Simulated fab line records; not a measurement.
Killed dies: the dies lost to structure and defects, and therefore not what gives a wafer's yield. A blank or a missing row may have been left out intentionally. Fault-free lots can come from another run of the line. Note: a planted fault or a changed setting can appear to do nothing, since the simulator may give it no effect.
fab line records	flow nandHarc
record: lots: 24	wafers: 72	lastDay: 33
route steps=1302 shown P_M2@350 P_BONDPAD@381 A_ONON_D1@439 A_CHANNEL_HOLE_D1@467 A_CHANNEL_FILL_D1@517 A_ONON_D2@548
lots with no fault: from the same line, run without faults
startH: hours from the record's first day to the start of the lot's first wafer shown	waitH: how many hours have passed since the lot's step before this one	" identical to the entry in the row above	L1.1+2: one row covering several wafers at once	- either no value or no given start	* or withheld: withheld	< > ~ a bound
route shown NAME@n: NAME is a module with steps in the file, n the number in the route of the first one	usual: average and standard deviation across the fault-free wafers	same: alike in all rows	chamber/n: place in a boat	sites: readings site by site	_std_site: how widely they spread, as a standard deviation	_edge_site: outer sites' mean less inner sites'	radiusMm: for every site, how far away it sits from the centre of the wafer	mask NAME#n: copy n	behind: the tool/chamber that last shaped the wafer	hold: why the lot was held/for how many hours/how that ended	device: names the non-switching transistor (n, p or np)	end of line: tests of these same wafers at the route's end	step lacking rows: just its recipe	killed: at the first sort, the dies lost to defects and structure; wafer yield is something else	map: dies across one wafer; x = killed, . = not, _ = none there
set.NAME: the setting the step ran with; set.NAME@STEP: the setting that earlier step ran with	model.NAME: the simulator's own value behind a step, which no gauge read
route steps across a sampled set of lots; one table per step, one row per wafer
services: when a tool's chamber went out of use (startH, in hours from the record's first day, below 0 if earlier), for how many hours, and the reason
== steps ==
step: NHARC_P_M2_DEP_33
recipe: targetThkA: 300	tempC: 370	targetThkNm: 30	pressureTorr: 3	flowSccm: 200	rfW: 450	material: SiCN
usual: heaterPowerW: 569/81	showerheadVppV: 1339/75
lot.wafer	tool	chamber	startH	waitH	heaterPowerW	showerheadVppV
L074.4	pecvd-03	2	132.73	0.2	714	1374
L074.5	"	0	"	"	505	1455
L074.6	"	1	"	"	611	1334
L075.4	pecvd-03	1	140.09	0.2	580	1371
L075.3	"	0	"	"	475	1444
L075.6	"	1	"	"	585	1330
L076.2	pecvd-02	1	156.99	0.1	518	1243
L076.1	"	2	"	"	555	1380
L076.6	"	1	"	"	525	1251
L077.3	pecvd-01	1	161.44	0.1	635	1319
L077.5	"	2	"	"	516	1321
L077.6	"	0	"	"	555	1235
L078.3	pecvd-01	2	178.06	0.1	515	1348
L078.5	"	1	"	"	629	1301
L078.4	"	0	"	"	472	1230
L079.2	pecvd-03	1	178.60	0.1	569	1328
L079.5	"	0	"	"	472	1425
L079.4	"	1	"	"	573	1334
L080.2	pecvd-02	2	188.00	0.1	493	1372
L080.3	"	0	"	"	591	1211
L080.1	"	1	"	"	634	1273
L081.1	pecvd-01	0	198.98	0.1	578	1253
L081.3	"	0	"	"	540	1232
L081.5	"	0	"	"	548	1239
L082.3	pecvd-03	1	213.21	0.1	518	1365
L082.4	"	1	"	"	515	1343
L082.5	"	2	"	"	668	1370
L083.3	pecvd-03	1	227.99	0.1	541	1317
L083.6	"	1	"	"	534	1347
L083.4	"	2	"	"	749	1366
L084.2	pecvd-01	1	231.84	0.1	558	1316
L084.4	"	1	"	"	565	1315
L084.6	"	2	"	"	515	1338
L085.2	pecvd-01	0	238.87	0.1	536	1243
L085.6	"	1	"	"	525	1335
L085.5	"	2	"	"	594	1361
L086.1	pecvd-01	2	250.33	0.1	573	1311
L086.2	"	0	"	"	489	1249
L086.4	"	2	"	"	576	1303
L087.3	pecvd-03	1	260.73	0.1	492	1347
L087.6	"	2	"	"	735	1356
L087.5	"	0	"	"	424	1448
L088.3	pecvd-03	1	280.53	0.1	507	1337
L088.5	"	1	"	"	525	1342
L088.4	"	0	"	"	544	1449
L089.1	pecvd-02	2	283.83	0.1	510	1357
L089.3	"	1	"	"	595	1254
L089.5	"	1	"	"	573	1256
L090.3	pecvd-03	1	290.73	0.1	522	1362
L090.6	"	2	"	"	800	1415
L090.4	"	0	"	"	487	1428
L091.1	pecvd-03	0	299.92	0.1	493	1469
L091.2	"	2	"	"	765	1392
L091.4	"	0	"	"	497	1473
L092.3	pecvd-03	0	308.89	0.1	508	1427
L092.1	"	1	"	"	558	1354
L092.5	"	2	"	"	620	1379
L093.6	pecvd-02	1	328.30	0.2	591	1244
L093.4	"	2	"	"	494	1375
L093.5	"	0	"	"	616	1199
L094.2	pecvd-02	2	332.99	0.1	445	1378
L094.3	"	0	"	"	628	1192
L094.1	"	1	"	"	579	1246
L095.1	pecvd-03	2	346.66	0.1	758	1374
L095.4	"	0	"	"	534	1464
L095.6	"	2	"	"	767	1393
L096.2	pecvd-01	0	355.36	0.1	545	1244
L096.6	"	2	"	"	625	1353
L096.5	"	1	"	"	631	1334
L097.2	pecvd-02	2	359.19	0.1	510	1387
L097.3	"	0	"	"	596	1207
L097.5	"	2	"	"	522	1377
step: NHARC_P_BONDPAD_THK_MEAS_20
recipe: thkMeasGauge: xrf
usual: thkNm: 160.9/1.6
lot.wafer	tool	chamber	startH	waitH	thkNm
L074.4	filmMetro-02	-	137.00	-	160.8
L074.5	"	-	"	"	162.8
L074.6	"	-	"	"	162.1
L075.3	filmMetro-01	-	144.55	-	161.8
L075.4	"	-	"	"	162.7
L075.6	"	-	"	"	162.0
L076.1	filmMetro-01	-	161.37	-	159.2
L076.2	"	-	"	"	157.5
L076.6	"	-	"	"	159.7
L077.3	filmMetro-01	-	165.73	-	161.6
L077.5	"	-	"	"	161.6
L077.6	"	-	"	"	162.2
L078.3	filmMetro-01	-	182.22	-	159.1
L078.4	"	-	"	"	161.7
L078.5	"	-	"	"	158.9
L079.2	filmMetro-02	-	182.75	-	159.2
L079.4	"	-	"	"	160.4
L079.5	"	-	"	"	160.0
L080.1	filmMetro-01	-	192.18	-	160.1
L080.2	"	-	"	"	158.5
L080.3	"	-	"	"	158.1
L081.1	filmMetro-01	-	203.54	-	158.6
L081.3	"	-	"	"	160.0
L081.5	"	-	"	"	159.7
L082.3	filmMetro-01	-	217.38	-	161.1
L082.4	"	-	"	"	160.6
L082.5	"	-	"	"	160.8
L083.3	filmMetro-01	-	232.14	-	162.4
L083.4	"	-	"	"	161.9
L083.6	"	-	"	"	160.8
L084.2	filmMetro-02	-	236.32	-	161.0
L084.4	"	-	"	"	160.1
L084.6	"	-	"	"	159.0
L085.2	filmMetro-01	-	243.22	-	159.7
L085.5	"	-	"	"	159.9
L085.6	"	-	"	"	159.1
L086.1	filmMetro-01	-	254.49	-	162.1
L086.2	"	-	"	"	161.2
L086.4	"	-	"	"	157.2
L087.3	filmMetro-02	-	264.73	-	162.6
L087.5	"	-	"	"	161.0
L087.6	"	-	"	"	161.0
L088.3	filmMetro-01	-	284.61	-	161.1
L088.4	"	-	"	"	160.0
L088.5	"	-	"	"	161.6
L089.1	filmMetro-02	-	288.08	-	162.5
L089.3	"	-	"	"	163.2
L089.5	"	-	"	"	162.7
L090.3	filmMetro-01	-	295.04	-	165.0
L090.4	"	-	"	"	164.5
L090.6	"	-	"	"	163.1
L091.1	filmMetro-02	-	304.15	-	161.7
L091.2	"	-	"	"	164.0
L091.4	"	-	"	"	160.4
L092.1	filmMetro-02	-	313.04	-	163.4
L092.3	"	-	"	"	162.5
L092.5	"	-	"	"	161.2
L093.4	filmMetro-01	-	332.39	-	162.9
L093.5	"	-	"	"	163.4
L093.6	"	-	"	"	162.8
L094.1	filmMetro-01	-	337.20	-	160.6
L094.2	"	-	"	"	159.5
L094.3	"	-	"	"	159.4
L095.1	filmMetro-02	-	351.32	-	157.7
L095.4	"	-	"	"	161.9
L095.6	"	-	"	"	161.5
L096.2	filmMetro-01	-	359.38	-	160.2
L096.5	"	-	"	"	157.2
L096.6	"	-	"	"	159.0
L097.2	filmMetro-01	-	363.21	-	163.8
L097.3	"	-	"	"	163.4
L097.5	"	-	"	"	161.3
step: NHARC_A_ONON_D1_THK_MEAS_21
recipe: thkMeasGauge: ellipsometry
usual: thkNm: 1001/9.7
lot.wafer	tool	chamber	startH	waitH	thkNm
L074.4	filmMetro-02	-	171.79	-	986
L074.5	"	-	"	"	987
L074.6	"	-	"	"	988
L075.3	filmMetro-01	-	183.48	-	1021
L075.4	"	-	"	"	1022
L075.6	"	-	"	"	1022
L076.1	filmMetro-02	-	199.72	-	992
L076.2	"	-	"	"	995
L076.6	"	-	"	"	995
L077.3	filmMetro-01	-	199.73	-	1005
L077.5	"	-	"	"	1003
L077.6	"	-	"	"	1002
L078.3	filmMetro-02	-	216.07	-	981
L078.4	"	-	"	"	980
L078.5	"	-	"	"	981
L079.2	filmMetro-01	-	216.11	-	997
L079.4	"	-	"	"	997
L079.5	"	-	"	"	996
L080.1	filmMetro-01	-	226.88	-	1009
L080.2	"	-	"	"	1010
L080.3	"	-	"	"	1009
L081.1	filmMetro-01	-	238.77	-	1006
L081.3	"	-	"	"	1007
L081.5	"	-	"	"	1007
L082.3	filmMetro-02	-	254.39	-	1010
L082.4	"	-	"	"	1011
L082.5	"	-	"	"	1008
L083.3	filmMetro-02	-	272.01	-	1006
L083.4	"	-	"	"	1007
L083.6	"	-	"	"	1006
L084.2	filmMetro-01	-	272.06	-	1009
L084.4	"	-	"	"	1009
L084.6	"	-	"	"	1008
L085.2	filmMetro-01	-	279.71	-	994
L085.5	"	-	"	"	993
L085.6	"	-	"	"	993
L086.1	filmMetro-02	-	288.61	-	1001
L086.2	"	-	"	"	999
L086.4	"	-	"	"	1002
L087.3	filmMetro-01	-	298.88	-	995
L087.5	"	-	"	"	994
L087.6	"	-	"	"	994
L088.3	filmMetro-02	-	319.13	-	1001
L088.4	"	-	"	"	1002
L088.5	"	-	"	"	1002
L089.1	filmMetro-01	-	319.27	-	995
L089.3	"	-	"	"	995
L089.5	"	-	"	"	995
L090.3	filmMetro-02	-	329.78	-	990
L090.4	"	-	"	"	991
L090.6	"	-	"	"	991
L091.1	filmMetro-01	-	338.56	-	989
L091.2	"	-	"	"	991
L091.4	"	-	"	"	990
L092.1	filmMetro-01	-	350.11	-	1008
L092.3	"	-	"	"	1009
L092.5	"	-	"	"	1007
L094.1	filmMetro-01	-	368.50	-	1008
L094.2	"	-	"	"	1008
L094.3	"	-	"	"	1009
L093.4	filmMetro-02	-	368.50	-	1000
L093.5	"	-	"	"	999
L093.6	"	-	"	"	998
L095.1	filmMetro-01	-	386.82	-	1013
L095.4	"	-	"	"	1014
L095.6	"	-	"	"	1015
L096.2	filmMetro-01	-	394.61	-	1005
L096.5	"	-	"	"	1004
L096.6	"	-	"	"	1006
L097.2	filmMetro-01	-	401.23	-	993
L097.3	"	-	"	"	992
L097.5	"	-	"	"	990
step: NHARC_A_CHANNEL_HOLE_D1_ETCH_39
recipe: targetDepthA: 2600	overEtchFrac: 0.3	timeS: 325	ionEnergyEv: 200	n2FlowSccm: 150	h2FlowSccm: 150	arFlowSccm: 0	rfW: 400	biasW: 150	chemistry: N2/H2
usual: biasW: 149.9/0.43	drypumpMotorCurrentA: 5.9/0.36	h2FlowSccm: 150.0/0.46	oesProductAu: 0.995/0.0088	rfVppV: 430.0/2.3	showerheadPlenumPTorr: 2.01/0.074	throttleValvePct: 14.170/0.0093
lot.wafer	tool	chamber	startH	waitH	biasW	drypumpMotorCurrentA	h2FlowSccm	oesProductAu	rfHoursCounterH	rfVppV	showerheadPlenumPTorr	throttleValvePct
L074.4	rieDiel-06	2	-	-	150.1	6.0	149.2	1.008	3	430.8	2.06	14.174
L074.5	"	1	"	"	149.8	5.9	149.6	1.003	-	427.2	1.89	14.165
L074.6	"	2	"	"	149.9	6.0	149.3	1.000	-	431.9	2.06	14.165
L075.3	rieDiel-06	0	-	-	150.1	6.3	150.0	0.994	5	428.7	1.97	14.159
L075.4	"	2	"	"	150.2	6.0	149.8	0.986	5	429.7	2.06	14.165
L075.6	"	0	"	"	150.4	6.3	150.6	0.994	-	430.2	1.97	14.165
L076.2	rieDiel-06	3	-	-	149.3	5.3	150.8	0.985	6	432.2	2.05	14.163
L076.1	"	2	"	"	149.9	6.0	150.3	0.984	6	431.9	2.06	14.168
L076.6	"	0	"	"	150.0	6.2	150.2	0.997	-	429.5	1.97	14.166
L077.3	rieDiel-03	2	-	-	149.6	6.1	150.3	1.010	28	435.2	2.19	14.167
L077.5	"	0	"	"	149.6	6.1	149.3	1.008	-	431.2	2.04	14.174
L077.6	"	1	"	"	150.1	6.3	149.7	0.994	-	431.9	2.02	14.181
L078.3	rieDiel-06	2	-	-	150.5	6.0	149.3	0.989	7	431.2	2.06	14.184
L078.4	"	3	"	"	150.5	5.3	150.6	0.994	7	430.7	2.05	14.157
L078.5	"	3	"	"	150.6	5.3	150.8	0.987	-	430.9	2.05	14.164
L079.4	rieDiel-06	0	-	-	150.3	6.3	150.8	0.996	8	428.3	1.97	14.162
L079.2	"	2	"	"	150.3	6.0	150.8	0.979	8	430.8	2.06	14.172
L079.5	"	0	"	"	150.2	6.3	149.7	1.001	-	429.6	1.97	14.163
L080.1	rieDiel-06	1	-	-	149.7	6.0	149.7	0.995	8	424.6	1.89	14.187
L080.2	"	2	"	"	150.8	6.0	150.4	0.994	9	430.0	2.06	14.179
L080.3	"	3	"	"	149.3	5.3	150.7	0.990	9	431.4	2.05	14.163
L081.3	rieDiel-06	2	-	-	150.3	6.0	151.0	0.995	9	432.3	2.06	14.163
L081.1	"	0	"	"	150.3	6.3	150.3	0.998	10	428.4	1.97	14.147
L081.5	"	3	"	"	149.2	5.3	149.6	0.988	-	432.0	2.05	14.185
L082.3	rieDiel-06	2	-	-	149.8	6.0	150.1	0.985	10	430.8	2.06	14.169
L082.4	"	0	"	"	150.2	6.2	150.1	0.993	11	428.1	1.97	14.163
L082.5	"	3	"	"	150.6	5.3	150.0	0.979	-	431.5	2.05	14.162
L083.3	rieDiel-06	3	-	-	149.6	5.3	149.9	0.999	12	432.1	2.05	14.157
L083.4	"	1	"	"	151.1	6.0	149.9	0.988	11	426.9	1.88	14.164
L083.6	"	0	"	"	150.5	6.3	149.9	0.986	-	430.7	1.97	14.181
L084.2	rieDiel-06	3	-	-	149.6	5.3	150.6	0.988	13	430.9	2.05	14.177
L084.4	"	2	"	"	150.3	6.0	149.6	0.994	12	430.3	2.06	14.166
L084.6	"	3	"	"	150.1	5.3	150.6	0.998	-	431.4	2.05	14.179
L085.2	rieDiel-06	1	-	-	150.5	6.0	150.2	1.001	12	425.7	1.88	14.170
L085.5	"	3	"	"	150.2	5.3	150.1	0.986	-	430.1	2.05	14.185
L085.6	"	0	"	"	149.9	6.2	150.3	0.986	-	429.5	1.97	14.171
L086.4	rieDiel-06	2	-	-	149.8	6.0	150.4	0.986	13	430.6	2.06	14.173
L086.1	"	3	"	"	149.1	5.3	150.2	0.984	14	431.2	2.05	14.172
L086.2	"	1	"	"	149.6	6.0	150.8	0.994	13	425.9	1.88	14.169
L087.3	rieDiel-03	0	-	-	149.6	6.1	149.6	1.002	6	430.1	2.03	14.165
L087.6	"	2	"	"	150.4	6.1	150.3	1.002	-	432.9	2.18	14.167
L087.5	"	3	"	"	149.5	6.2	150.5	1.003	-	433.7	2.14	14.173
L088.3	rieDiel-06	2	-	-	149.9	6.0	149.9	0.998	1	432.3	2.06	14.152
L088.4	"	3	"	"	149.8	5.3	150.0	1.002	-	431.3	2.05	14.163
L088.5	"	0	"	"	149.4	6.3	150.5	0.986	-	428.6	1.97	14.184
L089.3	rieDiel-01	2	-	-	149.8	6.0	150.3	1.016	43	427.6	1.97	14.189
L089.1	"	0	"	"	150.5	5.7	150.3	1.003	43	430.7	2.05	14.175
L089.5	"	2	"	"	149.8	6.0	150.9	1.010	-	428.4	1.97	14.172
L090.3	rieDiel-06	3	-	-	149.8	5.3	149.6	0.989	2	431.4	2.05	14.177
L090.4	"	0	"	"	150.5	6.2	150.2	0.979	2	429.1	1.97	14.157
L090.6	"	2	"	"	150.0	6.0	150.4	1.008	-	431.2	2.06	14.161
L091.2	rieDiel-06	1	-	-	149.9	6.0	150.1	0.993	2	425.3	1.88	14.155
L091.4	"	3	"	"	149.8	5.3	150.5	0.991	3	431.5	2.05	14.154
L091.1	"	0	"	"	148.9	6.3	149.8	0.976	3	428.3	1.97	14.167
L092.3	rieDiel-06	2	-	-	150.1	6.0	149.4	0.983	4	429.7	2.06	14.185
L092.1	"	3	"	"	149.6	5.3	150.0	0.989	4	431.1	2.05	14.178
L092.5	"	1	"	"	149.9	6.0	150.6	0.989	-	426.6	1.88	14.178
L093.4	rieDiel-06	3	-	-	150.0	5.3	150.2	0.985	5	431.4	2.05	14.171
L093.5	"	2	"	"	149.9	6.0	149.5	1.007	-	431.3	2.06	14.161
L093.6	"	3	"	"	149.7	5.3	149.9	0.996	-	431.8	2.05	14.184
L094.2	rieDiel-06	2	-	-	149.5	6.0	150.5	1.006	6	431.2	2.06	14.169
L094.3	"	3	"	"	149.9	5.3	150.2	0.993	6	431.4	2.05	14.152
L094.1	"	1	"	"	149.9	6.0	149.8	1.006	6	426.3	1.88	14.174
L095.1	rieDiel-03	2	-	-	149.9	6.0	150.3	1.006	33	433.6	2.17	14.149
L095.4	"	1	"	"	149.6	6.3	150.9	1.006	32	430.8	2.00	14.189
L095.6	"	2	"	"	150.0	6.0	150.0	1.006	-	433.9	2.17	14.164
L096.2	rieDiel-01	0	-	-	150.1	5.7	150.2	1.000	2	430.6	2.04	14.164
L096.6	"	0	"	"	149.7	5.7	150.1	0.992	-	430.2	2.04	14.167
L096.5	"	1	"	"	150.0	6.5	150.0	1.002	-	429.3	1.99	14.162
L097.2	rieDiel-03	2	-	-	149.8	6.1	149.7	1.002	38	433.6	2.17	14.181
L097.3	"	3	"	"	149.9	6.2	149.5	0.992	40	432.9	2.13	14.179
L097.5	"	0	"	"	149.1	6.0	149.9	1.016	-	428.8	2.02	14.180
step: NHARC_A_CHANNEL_FILL_D1_INSPECT_13
usual: rawDefectCount: 290/100
lot.wafer	tool	chamber	startH	waitH	rawDefectCount
L074.4	defectInspect-01	-	232.05	0.0	203
L074.5	"	-	"	"	270
L074.6	"	-	"	"	218
L075.3	defectInspect-01	-	251.41	0.0	250
L075.4	"	-	"	"	250
L075.6	"	-	"	"	213
L076.1	defectInspect-01	-	263.73	0.0	212
L076.2	"	-	"	"	534
L076.6	"	-	"	"	263
L077.3	defectInspect-02	-	263.73	0.0	255
L077.5	"	-	"	"	378
L077.6	"	-	"	"	370
L079.2	defectInspect-01	-	279.18	0.0	168
L079.4	"	-	"	"	238
L079.5	"	-	"	"	307
L078.3	defectInspect-01	-	279.20	0.0	276
L078.4	"	-	"	"	573
L078.5	"	-	"	"	484
L080.1	defectInspect-01	-	289.24	0.0	288
L080.2	"	-	"	"	423
L080.3	"	-	"	"	361
L082.3	defectInspect-02	-	312.59	0.0	176
L082.4	"	-	"	"	160
L082.5	"	-	"	"	189
L081.1	defectInspect-01	-	312.60	0.1	356
L081.3	"	-	"	"	311
L081.5	"	-	"	"	630
L083.3	defectInspect-02	-	339.98	0.0	361
L083.4	"	-	"	"	214
L083.6	"	-	"	"	247
L084.2	defectInspect-01	-	340.00	0.0	372
L084.4	"	-	"	"	565
L084.6	"	-	"	"	310
L085.2	defectInspect-02	-	344.27	0.0	208
L085.5	"	-	"	"	465
L085.6	"	-	"	"	218
L086.1	defectInspect-01	-	355.12	0.0	215
L086.2	"	-	"	"	351
L086.4	"	-	"	"	261
L087.3	defectInspect-01	-	367.98	0.0	216
L087.5	"	-	"	"	187
L087.6	"	-	"	"	155
L088.3	defectInspect-02	-	384.28	0.0	431
L088.4	"	-	"	"	251
L088.5	"	-	"	"	397
L089.1	defectInspect-02	-	384.28	0.0	348
L089.3	"	-	"	"	108
L089.5	"	-	"	"	321
L090.3	defectInspect-01	-	396.95	0.0	283
L090.4	"	-	"	"	229
L090.6	"	-	"	"	384
L091.1	defectInspect-02	-	401.63	0.0	200
L091.2	"	-	"	"	280
L091.4	"	-	"	"	288
L092.1	defectInspect-02	-	416.04	0.0	202
L092.3	"	-	"	"	218
L092.5	"	-	"	"	270
L094.1	defectInspect-01	-	432.02	0.0	269
L094.2	"	-	"	"	394
L094.3	"	-	"	"	229
L093.4	defectInspect-02	-	432.02	0.0	198
L093.5	"	-	"	"	196
L093.6	"	-	"	"	202
L095.1	defectInspect-02	-	447.30	0.0	266
L095.4	"	-	"	"	252
L095.6	"	-	"	"	231
L096.2	defectInspect-02	-	458.57	0.0	310
L096.5	"	-	"	"	277
L096.6	"	-	"	"	346
L097.2	defectInspect-02	-	464.94	0.0	309
L097.3	"	-	"	"	170
L097.5	"	-	"	"	256
step: NHARC_A_ONON_D2_THK_MEAS_05
recipe: thkMeasGauge: ellipsometry
usual: thkNm: 999/11
lot.wafer	tool	chamber	startH	waitH	thkNm
L074.4	filmMetro-01	-	269.26	-	1013
L074.5	"	-	"	"	1014
L074.6	"	-	"	"	1014
L075.3	filmMetro-02	-	293.49	-	986
L075.4	"	-	"	"	986
L075.6	"	-	"	"	987
L077.3	filmMetro-01	-	302.01	-	1003
L077.5	"	-	"	"	1001
L077.6	"	-	"	"	1002
L076.1	filmMetro-02	-	302.08	-	1022
L076.2	"	-	"	"	1025
L076.6	"	-	"	"	1022
L078.3	filmMetro-02	-	316.07	-	985
L078.4	"	-	"	"	984
L078.5	"	-	"	"	983
L079.2	filmMetro-02	-	316.28	-	991
L079.4	"	-	"	"	993
L079.5	"	-	"	"	990
L080.1	filmMetro-01	-	322.64	-	1020
L080.2	"	-	"	"	1019
L080.3	"	-	"	"	1019
L082.3	filmMetro-01	-	348.67	-	1002
L082.4	"	-	"	"	1003
L082.5	"	-	"	"	1003
L081.1	filmMetro-02	-	348.68	-	998
L081.3	"	-	"	"	999
L081.5	"	-	"	"	999
L085.2	filmMetro-01	-	378.76	-	997
L085.5	"	-	"	"	998
L085.6	"	-	"	"	996
L083.3	filmMetro-01	-	378.89	-	999
L083.4	"	-	"	"	1000
L083.6	"	-	"	"	999
L084.2	filmMetro-01	-	379.11	-	997
L084.4	"	-	"	"	998
L084.6	"	-	"	"	996
L086.1	filmMetro-02	-	395.86	-	1005
L086.2	"	-	"	"	1006
L086.4	"	-	"	"	1005
L087.3	filmMetro-01	-	401.36	-	998
L087.5	"	-	"	"	998
L087.6	"	-	"	"	998
L088.3	filmMetro-02	-	421.27	-	995
L088.4	"	-	"	"	996
L088.5	"	-	"	"	994
L089.1	filmMetro-01	-	421.44	-	994
L089.3	"	-	"	"	993
L089.5	"	-	"	"	996
L090.3	filmMetro-02	-	434.53	-	1010
L090.4	"	-	"	"	1011
L090.6	"	-	"	"	1010
L091.1	filmMetro-02	-	439.65	-	992
L091.2	"	-	"	"	989
L091.4	"	-	"	"	990
L092.1	filmMetro-02	-	453.74	-	986
L092.3	"	-	"	"	987
L092.5	"	-	"	"	988
L093.4	filmMetro-01	-	466.56	-	986
L093.5	"	-	"	"	984
L093.6	"	-	"	"	985
L094.1	filmMetro-02	-	466.57	-	1025
L094.2	"	-	"	"	1024
L094.3	"	-	"	"	1025
L095.1	filmMetro-02	-	485.47	-	993
L095.4	"	-	"	"	993
L095.6	"	-	"	"	995
L096.2	filmMetro-01	-	499.62	-	998
L096.5	"	-	"	"	998
L096.6	"	-	"	"	998
L097.2	filmMetro-02	-	499.64	-	994
L097.3	"	-	"	"	992
L097.5	"	-	"	"	992
== services ==
tool	chamber	startH	hours	kind
pecvd-01	-	114.61	2.0	repair
pecvd-03	-	129.65	0.3	repair
pecvd-01	-	130.06	13.0	pm
rieDiel-06	-	130.20	9.0	pm
pecvd-02	0	137.93	23.4	repair
rieDiel-03	2	138.41	1.8	repair
pecvd-03	2	139.73	6.3	repair
pecvd-03	-	148.44	1.1	repair
rieDiel-01	2	170.04	42.2	repair
pecvd-03	-	185.00	13.0	pm
pecvd-01	2	193.21	11.8	repair
rieDiel-03	0	225.56	13.9	repair
pecvd-02	-	227.11	13.0	pm
rieDiel-06	2	262.08	8.7	repair
rieDiel-03	-	281.38	9.0	pm
rieDiel-03	-	305.25	2.1	repair
rieDiel-06	-	307.20	9.0	pm
pecvd-01	-	311.06	13.0	pm
rieDiel-06	1	322.10	6.5	repair
pecvd-03	-	325.54	0.6	repair
rieDiel-03	-	344.08	1.1	repair
pecvd-03	-	366.00	13.0	pm
pecvd-01	0	402.94	29.7	repair
pecvd-02	-	408.11	13.0	pm
== key ==
fault none
